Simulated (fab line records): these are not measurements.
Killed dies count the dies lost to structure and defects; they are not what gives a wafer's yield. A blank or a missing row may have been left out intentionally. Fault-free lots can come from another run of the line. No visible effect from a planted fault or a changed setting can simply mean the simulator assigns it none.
fab line records    flow nand-harc    part 1 of 2: steps 1 to 3 of 6
record: lots: 23  wafers: 69  last-day: 33
route steps=1302 shown P_STI@88 P_GATE@148 P_CONTACT@232
lots that met no fault: taken from a fault-free run of the same line
start-h: hours from the record's opening day to when the first of the lot's shown wafers began    wait-h: hours from the lot's prior step to this one    " repeats the value in the row above    L1.1+2: several wafers, shown together as one row    - no value, or no start was given    * or withheld: withheld    < > ~ a bound
route shown NAME@n: a module of which the file shows steps, and the number in the route of the first    usual: mean/standard deviation taken from wafers without a fault    same: alike in all rows    chamber/n: place in a boat    sites: the reading at each site    _std_site: how widely they spread, as a standard deviation    _edge_site: mean of outer sites minus mean of inner sites    radius-mm: for every site, how far away it sits from the centre of the wafer    mask NAME#n: copy n    behind: the tool/chamber that last shaped the wafer    hold: why the lot went on hold/how many hours it stayed there/how the hold came to an end    device: whichever transistor did not switch (one of n, p or np)    end of line: at the end of the route, the tests of the same wafers    where a step has no rows: the recipe by itself    killed: dies that structure and defects cost at the first sort, which is not the same as the wafer's yield    map: shows each die of a wafer: x if killed, . if not, _ if none is there
set.NAME: the setting as run; set.NAME@STEP: as run at that earlier step    model.NAME: the simulator's own value behind a step, which no gauge read
the route's steps for a sample of lots (tables are steps, rows are wafers)
services: from which hour (start-h, from the record's first day; less than 0 if before it) a tool's chamber was out of use, for how many hours, and why
== steps ==
step: NHARC_P_STI_ETCH_42
recipe: target-depth-a: 800  overetch-a: 240  time-s: 61  ion-energy-ev: 200  n2-flow-sccm: 150  h2-flow-sccm: 150  ar-flow-sccm: 0  rf-w: 400  bias-w: 150  chemistry: N2/H2
usual: drypump-motor-current-A: 5.7/0.49  oes-product-au: 0.998/0.0076  rf-fwd-power-W: 395.9/1.6  rf-vpp-V: 431/3  showerhead-plenum-p-Torr: 2.07/0.1  throttle-valve-pct: 14.170/0.0098
lot.wafer  tool         chamber  start-h  wait-h  drypump-motor-current-A  oes-product-au  rf-fwd-power-W  rf-hours-counter-h  rf-vpp-V  showerhead-plenum-p-Torr  throttle-valve-pct
L074.2     rie-diel-05  1        46.68    0.1     6.3                      1.010           394.1           13                  431       2.07                      14.166
L074.1     "            2        "        "       5.8                      1.007           398.0           13                  435       2.14                      14.169
L074.5     "            0        "        "       5.3                      1.000           399.1           -                   431       2.11                      14.162
L075.2     rie-diel-02  1        55.18    0.1     5.1                      0.989           396.6           0                   427       1.91                      14.172
L075.3     "            3        "        "       5.1                      0.999           398.3           0                   433       2.14                      14.188
L075.5     "            1        "        "       5.1                      0.993           395.7           -                   426       1.91                      14.173
L076.3     rie-diel-12  2        66.35    0.1     5.7                      0.998           396.1           7                   429       1.98                      14.180
L076.5     "            1        "        "       6.3                      0.990           393.8           -                   435       2.18                      14.168
L076.6     "            2        "        "       5.7                      0.991           395.8           -                   430       1.98                      14.157
L077.4     rie-diel-02  2        74.90    0.1     5.2                      1.007           397.3           1                   432       2.10                      14.172
L077.3     "            0        "        "       5.8                      0.988           397.2           1                   434       2.21                      14.167
L077.5     "            3        "        "       5.1                      1.001           397.3           -                   433       2.14                      14.178
L078.2     rie-diel-02  0        84.47    0.1     5.8                      0.992           396.5           2                   433       2.21                      14.160
L078.3     "            3        "        "       5.0                      0.998           398.2           2                   432       2.14                      14.175
L078.5     "            0        "        "       5.8                      0.989           397.1           -                   434       2.21                      14.173
L079.4     rie-diel-05  2        95.73    0.1     5.7                      0.992           396.3           3                   433       2.14                      14.176
L079.1     "            3        "        "       6.3                      0.991           394.9           3                   425       1.89                      14.157
L079.6     "            0        "        "       5.3                      0.996           396.2           -                   432       2.11                      14.172
L080.2     rie-diel-12  2        108.03   0.1     5.7                      1.001           396.5           0                   429       1.98                      14.159
L080.6     "            3        "        "       5.0                      0.998           395.1           -                   435       2.15                      14.167
L080.4     "            1        "        "       6.3                      1.001           395.2           -                   435       2.18                      14.161
L081.2     rie-diel-05  3        113.90   0.1     6.3                      0.993           393.2           6                   426       1.89                      14.177
L081.1     "            0        "        "       5.3                      0.996           394.6           6                   433       2.11                      14.172
L081.3     "            0        "        "       5.3                      0.993           395.1           -                   432       2.11                      14.170
L082.3     rie-diel-02  0        124.43   0.1     5.8                      0.997           398.3           3                   435       2.21                      14.195
L082.1     "            2        "        "       5.1                      0.997           395.8           4                   432       2.10                      14.170
L082.6     "            0        "        "       5.8                      0.992           397.5           -                   436       2.21                      14.163
L083.3     rie-diel-05  3        136.20   0.1     6.4                      0.986           394.3           9                   426       1.89                      14.179
L083.4     "            3        "        "       6.3                      0.991           391.3           -                   426       1.89                      14.158
L083.5     "            0        "        "       5.3                      1.005           398.4           -                   433       2.11                      14.156
L084.2     rie-diel-02  1        147.43   0.1     5.1                      1.012           395.0           6                   427       1.90                      14.172
L084.6     "            2        "        "       5.1                      1.004           395.9           -                   432       2.09                      14.175
L084.5     "            3        "        "       5.1                      1.012           395.6           -                   434       2.13                      14.189
L085.3     rie-diel-05  1        156.32   0.1     6.3                      0.986           398.2           10                  431       2.06                      14.166
L085.1     "            3        "        "       6.3                      0.988           393.8           11                  427       1.89                      14.166
L085.6     "            0        "        "       5.3                      0.996           394.2           -                   433       2.11                      14.182
L087.4     rie-diel-02  3        173.28   0.1     5.1                      1.005           396.8           8                   432       2.13                      14.172
L087.6     "            3        "        "       5.1                      1.009           396.7           -                   433       2.13                      14.191
L087.5     "            0        "        "       5.8                      1.008           397.6           -                   437       2.20                      14.173
L088.2     rie-diel-12  0        185.75   0.1     6.0                      1.000           396.4           1                   431       2.11                      14.161
L088.5     "            2        "        "       5.8                      0.986           397.0           -                   428       1.98                      14.181
L088.6     "            3        "        "       5.0                      1.002           396.2           -                   433       2.15                      14.164
L089.2     rie-diel-12  2        193.43   0.1     5.7                      1.005           393.7           5                   431       1.98                      14.177
L089.1     "            0        "        "       6.0                      0.989           395.1           1                   431       2.11                      14.167
L089.3     "            1        "        "       6.2                      1.005           394.0           6                   435       2.18                      14.174
L090.4     rie-diel-05  1        203.89   0.1     6.3                      0.997           394.4           13                  432       2.06                      14.182
L090.1     "            2        "        "       5.8                      0.999           397.2           6                   432       2.14                      14.184
L090.5     "            0        "        "       5.4                      0.993           395.4           -                   431       2.11                      14.163
L091.4     rie-diel-12  0        213.28   0.1     6.0                      0.987           395.6           2                   430       2.11                      14.188
L091.2     "            2        "        "       5.7                      0.990           397.2           6                   428       1.98                      14.175
L091.5     "            0        "        "       6.0                      0.994           396.5           -                   433       2.11                      14.173
L092.1     rie-diel-05  3        226.25   0.1     6.3                      0.995           395.9           15                  425       1.89                      14.176
L092.6     "            2        "        "       5.8                      0.991           395.6           -                   432       2.13                      14.160
L092.5     "            3        "        "       6.3                      0.987           395.0           -                   426       1.89                      14.188
L093.1     rie-diel-02  3        233.26   0.1     5.1                      1.012           395.5           1                   434       2.13                      14.177
L093.2     "            0        "        "       5.8                      1.005           398.6           1                   436       2.20                      14.161
L093.5     "            3        "        "       5.1                      1.010           395.7           -                   434       2.13                      14.182
L094.2     rie-diel-02  3        245.21   0.1     5.1                      1.016           396.2           2                   433       2.13                      14.165
L094.1     "            1        "        "       5.1                      1.009           395.7           2                   425       1.90                      14.168
L094.5     "            0        "        "       5.8                      0.999           396.4           -                   434       2.20                      14.164
L095.2     rie-diel-05  2        253.82   0.1     5.8                      0.991           396.2           1                   432       2.13                      14.196
L095.1     "            0        "        "       5.3                      1.006           395.5           1                   432       2.11                      14.163
L095.5     "            1        "        "       6.3                      0.997           394.9           -                   431       2.06                      14.181
L096.3     rie-diel-05  3        265.10   0.1     6.3                      1.005           395.6           2                   426       1.89                      14.178
L096.6     "            2        "        "       5.8                      0.990           398.0           -                   433       2.13                      14.167
L096.5     "            3        "        "       6.3                      0.990           393.7           -                   426       1.89                      14.175
L097.3     rie-diel-05  3        276.10   0.1     6.3                      0.998           393.0           3                   426       1.89                      14.166
L097.1     "            2        "        "       5.8                      1.001           395.2           3                   433       2.13                      14.179
L097.6     "            3        "        "       6.4                      1.004           391.8           -                   425       1.89                      14.160
step: NHARC_P_STI_INSPECT_25
usual: raw-defect-count: 216/74
lot.wafer  tool               chamber  start-h  wait-h  raw-defect-count
L074.1     defect-inspect-01  -        71.43    0.4     230
L074.2     "                  -        "        "       209
L074.5     "                  -        "        "       171
L075.2     defect-inspect-01  -        84.49    0.4     223
L075.3     "                  -        "        "       181
L075.5     "                  -        "        "       268
L076.3     defect-inspect-01  -        96.36    0.4     208
L076.5     "                  -        "        "       106
L076.6     "                  -        "        "       190
L077.3     defect-inspect-02  -        104.05   0.4     272
L077.4     "                  -        "        "       192
L077.5     "                  -        "        "       210
L079.1     defect-inspect-01  -        119.04   0.4     458
L079.4     "                  -        "        "       240
L079.6     "                  -        "        "       147
L078.2     defect-inspect-02  -        119.04   0.4     192
L078.3     "                  -        "        "       116
L078.5     "                  -        "        "       128
L080.2     defect-inspect-01  -        139.05   0.4     273
L080.4     "                  -        "        "       229
L080.6     "                  -        "        "       232
L081.1     defect-inspect-02  -        143.94   0.4     245
L081.2     "                  -        "        "       294
L081.3     "                  -        "        "       246
L082.1     defect-inspect-01  -        155.01   0.4     189
L082.3     "                  -        "        "       214
L082.6     "                  -        "        "       163
L083.3     defect-inspect-01  -        162.04   0.4     209
L083.4     "                  -        "        "       180
L083.5     "                  -        "        "       238
L084.2     defect-inspect-02  -        178.62   0.4     233
L084.5     "                  -        "        "       219
L084.6     "                  -        "        "       267
L085.1     defect-inspect-01  -        184.20   0.4     171
L085.3     "                  -        "        "       276
L085.6     "                  -        "        "       156
L087.4     defect-inspect-01  -        200.30   0.4     233
L087.5     "                  -        "        "       147
L087.6     "                  -        "        "       212
L089.1     defect-inspect-01  -        218.89   0.4     161
L089.2     "                  -        "        "       217
L089.3     "                  -        "        "       155
L088.2     defect-inspect-02  -        218.89   0.4     145
L088.5     "                  -        "        "       231
L088.6     "                  -        "        "       208
L090.1     defect-inspect-01  -        229.87   0.4     224
L090.4     "                  -        "        "       150
L090.5     "                  -        "        "       282
L091.2     defect-inspect-02  -        240.13   0.4     223
L091.4     "                  -        "        "       204
L091.5     "                  -        "        "       231
L092.1     defect-inspect-02  -        254.71   0.4     262
L092.5     "                  -        "        "       147
L092.6     "                  -        "        "       185
L093.1     defect-inspect-01  -        259.54   0.4     191
L093.2     "                  -        "        "       323
L093.5     "                  -        "        "       163
L094.1     defect-inspect-02  -        273.48   0.4     207
L094.2     "                  -        "        "       127
L094.5     "                  -        "        "       184
L095.1     defect-inspect-02  -        281.31   0.4     230
L095.2     "                  -        "        "       198
L095.5     "                  -        "        "       211
L096.3     defect-inspect-02  -        291.11   0.4     409
L096.5     "                  -        "        "       288
L096.6     "                  -        "        "       589
L097.1     defect-inspect-01  -        305.05   0.4     140
L097.3     "                  -        "        "       191
L097.6     "                  -        "        "       275
step: NHARC_P_GATE_ETCH_114
recipe: target-depth-a: 300  overetch-a: 30  time-s: 16.5  ion-energy-ev: 100  cf4-flow-sccm: 80  o2-flow-sccm: 20  ar-flow-sccm: 0  rf-w: 300  bias-w: 100  chemistry: CF4/O2
usual: drypump-motor-current-A: 5.4/0.47  o2-flow-sccm: 20.00/0.054  oes-product-au: 0.999/0.0098  rf-fwd-power-W: 294.3/2.1  rf-vpp-V: 197.6/1.5  showerhead-plenum-p-Torr: 1.32/0.063  throttle-valve-pct: 13.397/0.0093
lot.wafer  tool         chamber  start-h  wait-h  drypump-motor-current-A  o2-flow-sccm  oes-product-au  rf-fwd-power-W  rf-hours-counter-h  rf-vpp-V  showerhead-plenum-p-Torr  throttle-valve-pct
L074.2     rie-diel-06  0        -        -       5.6                      20.06         1.008           296.7           7.7                 198.0     1.37                      13.405
L074.1     "            1        "        "       5.5                      20.00         1.009           294.7           6.4                 196.6     1.25                      13.395
L074.5     "            3        "        "       6.5                      20.01         1.012           296.8           -                   196.4     1.25                      13.405
L075.2     rie-diel-03  2        -        -       5.1                      20.06         1.018           295.5           6.7                 199.4     1.43                      13.394
L075.3     "            3        "        "       4.9                      19.92         0.992           294.4           8.1                 198.5     1.36                      13.406
L075.5     "            1        "        "       5.1                      19.99         1.004           291.9           -                   197.9     1.30                      13.400
L076.3     rie-diel-03  3        -        -       4.9                      19.90         0.991           295.3           8.3                 198.5     1.36                      13.400
L076.6     "            1        "        "       5.1                      20.02         1.009           292.0           -                   196.9     1.30                      13.406
L076.5     "            2        "        "       5.1                      20.01         1.009           296.1           -                   200.0     1.43                      13.385
L077.3     rie-diel-13  0        -        -       5.7                      20.00         1.007           292.7           7.5                 198.8     1.32                      13.392
L077.4     "            1        "        "       4.7                      19.95         1.006           293.2           7.8                 196.5     1.25                      13.415
L077.5     "            1        "        "       4.7                      19.97         1.004           290.8           -                   196.4     1.25                      13.389
L079.4     rie-diel-13  2        -        -       4.9                      20.00         0.997           291.3           8.1                 198.6     1.36                      13.392
L079.1     "            1        "        "       4.7                      20.11         1.000           292.1           9.8                 197.0     1.25                      13.383
L079.6     "            3        "        "       5.5                      19.90         0.995           297.2           -                   199.8     1.42                      13.377
L078.3     rie-diel-13  1        -        -       4.7                      19.97         0.999           292.6           9.8                 197.3     1.25                      13.397
L078.2     "            3        "        "       5.5                      20.06         0.991           295.2           8.5                 199.4     1.42                      13.406
L078.5     "            1        "        "       4.7                      19.94         1.001           293.3           -                   196.2     1.25                      13.390
L080.4     rie-diel-06  1        -        -       5.5                      20.15         1.006           295.8           2.3                 197.1     1.25                      13.402
L080.2     "            2        "        "       5.3                      19.91         0.997           293.7           2.4                 197.0     1.28                      13.394
L080.6     "            2        "        "       5.3                      20.00         0.991           293.9           -                   195.3     1.28                      13.393
L081.2     rie-diel-03  3        -        -       4.9                      19.98         1.003           294.1           1.4                 198.6     1.36                      13.388
L081.3     "            0        "        "       5.1                      20.03         0.987           294.6           2.7                 198.9     1.41                      13.386
L081.1     "            1        "        "       5.1                      20.10         1.004           292.8           2.7                 196.7     1.30                      13.381
L082.1     rie-diel-03  0        -        -       5.1                      20.07         0.997           292.1           3.0                 199.3     1.41                      13.392
L082.3     "            3        "        "       4.9                      19.99         1.009           295.1           1.7                 199.9     1.36                      13.397
L082.6     "            1        "        "       5.1                      20.01         0.999           292.1           -                   196.2     1.30                      13.403
L083.3     rie-diel-13  3        -        -       5.5                      20.13         0.984           296.8           1.3                 200.2     1.42                      13.408
L083.4     "            1        "        "       4.7                      20.06         0.997           293.0           -                   196.0     1.25                      13.399
L083.5     "            3        "        "       5.5                      20.05         0.983           295.0           -                   199.0     1.42                      13.405
L084.2     rie-diel-06  1        -        -       5.6                      20.09         1.002           297.5           4.5                 195.2     1.25                      13.414
L084.6     "            0        "        "       5.6                      20.14         1.014           296.2           -                   198.6     1.37                      13.396
L084.5     "            1        "        "       5.6                      20.02         1.003           296.9           -                   194.4     1.25                      13.383
L085.3     rie-diel-06  1        -        -       5.5                      20.02         0.995           296.8           4.6                 196.1     1.25                      13.385
L085.1     "            0        "        "       5.6                      19.89         1.003           297.4           4.2                 199.7     1.37                      13.394
L085.6     "            1        "        "       5.5                      20.04         0.994           297.2           -                   196.0     1.25                      13.392
L087.4     rie-diel-06  2        -        -       5.2                      19.93         0.987           291.9           4.3                 196.4     1.28                      13.409
L087.5     "            2        "        "       5.3                      19.96         0.983           293.0           -                   197.5     1.28                      13.392
L087.6     "            3        "        "       6.5                      19.98         1.005           296.3           -                   195.7     1.25                      13.396
L089.3     rie-diel-06  2        -        -       5.2                      19.97         0.992           293.4           6.5                 197.4     1.28                      13.391
L089.1     "            3        "        "       6.6                      19.96         1.016           296.1           7.3                 196.2     1.25                      13.386
L089.2     "            1        "        "       5.5                      19.96         1.003           296.1           7.7                 196.1     1.25                      13.389
L088.2     rie-diel-13  3        -        -       5.5                      20.04         0.994           295.5           2.8                 199.4     1.42                      13.399
L088.5     "            3        "        "       5.5                      19.96         0.976           295.5           -                   199.9     1.42                      13.368
L088.6     "            0        "        "       5.7                      20.01         1.013           291.2           -                   196.8     1.32                      13.399
L090.1     rie-diel-13  1        -        -       4.7                      19.98         0.998           291.2           4.3                 196.5     1.25                      13.384
L090.4     "            0        "        "       5.8                      20.00         1.003           294.7           4.0                 198.8     1.32                      13.389
L090.5     "            2        "        "       4.9                      19.99         0.991           294.8           -                   198.7     1.36                      13.393
L091.4     rie-diel-06  3        -        -       6.6                      20.07         1.005           296.3           8.1                 196.4     1.25                      13.411
L091.2     "            2        "        "       5.3                      19.96         0.982           292.7           7.7                 196.6     1.28                      13.414
L091.5     "            3        "        "       6.6                      20.06         0.999           297.2           -                   195.3     1.25                      13.409
L092.1     rie-diel-13  3        -        -       5.5                      20.00         0.995           297.6           4.7                 199.0     1.41                      13.385
L092.6     "            3        "        "       5.5                      19.97         0.983           295.9           -                   198.2     1.41                      13.388
L092.5     "            0        "        "       5.7                      19.97         1.010           291.6           -                   199.5     1.32                      13.392
L093.1     rie-diel-13  1        -        -       4.7                      20.04         0.998           291.9           5.7                 195.7     1.25                      13.393
L093.2     "            2        "        "       4.9                      20.00         1.000           293.1           2.7                 199.4     1.36                      13.405
L093.5     "            3        "        "       5.5                      19.99         0.982           294.5           -                   197.8     1.42                      13.402
L094.1     rie-diel-03  1        -        -       5.1                      19.98         1.006           292.7           9.4                 198.5     1.30                      13.400
L094.2     "            3        "        "       4.9                      19.95         0.998           293.9           8.3                 197.8     1.35                      13.389
L094.5     "            1        "        "       5.1                      20.06         0.992           291.7           -                   198.6     1.30                      13.408
L095.2     rie-diel-13  1        -        -       4.7                      20.04         0.987           294.2           8.3                 195.5     1.25                      13.421
L095.1     "            2        "        "       4.9                      19.98         0.993           293.6           5.1                 199.0     1.36                      13.392
L095.5     "            0        "        "       5.7                      20.10         1.002           292.1           -                   196.7     1.31                      13.399
L096.3     rie-diel-06  0        -        -       5.6                      19.88         0.995           298.8           0.1                 197.8     1.37                      13.408
L096.5     "            0        "        "       5.6                      20.00         0.987           298.5           -                   198.1     1.36                      13.402
L096.6     "            1        "        "       5.6                      19.91         0.982           295.4           -                   196.3     1.24                      13.393
L097.1     rie-diel-06  0        -        -       5.6                      19.96         0.990           295.9           0.2                 199.0     1.36                      13.387
L097.3     "            1        "        "       5.5                      19.94         0.989           294.5           0.2                 195.6     1.24                      13.397
L097.6     "            2        "        "       5.2                      20.03         0.982           292.1           -                   195.1     1.28                      13.392
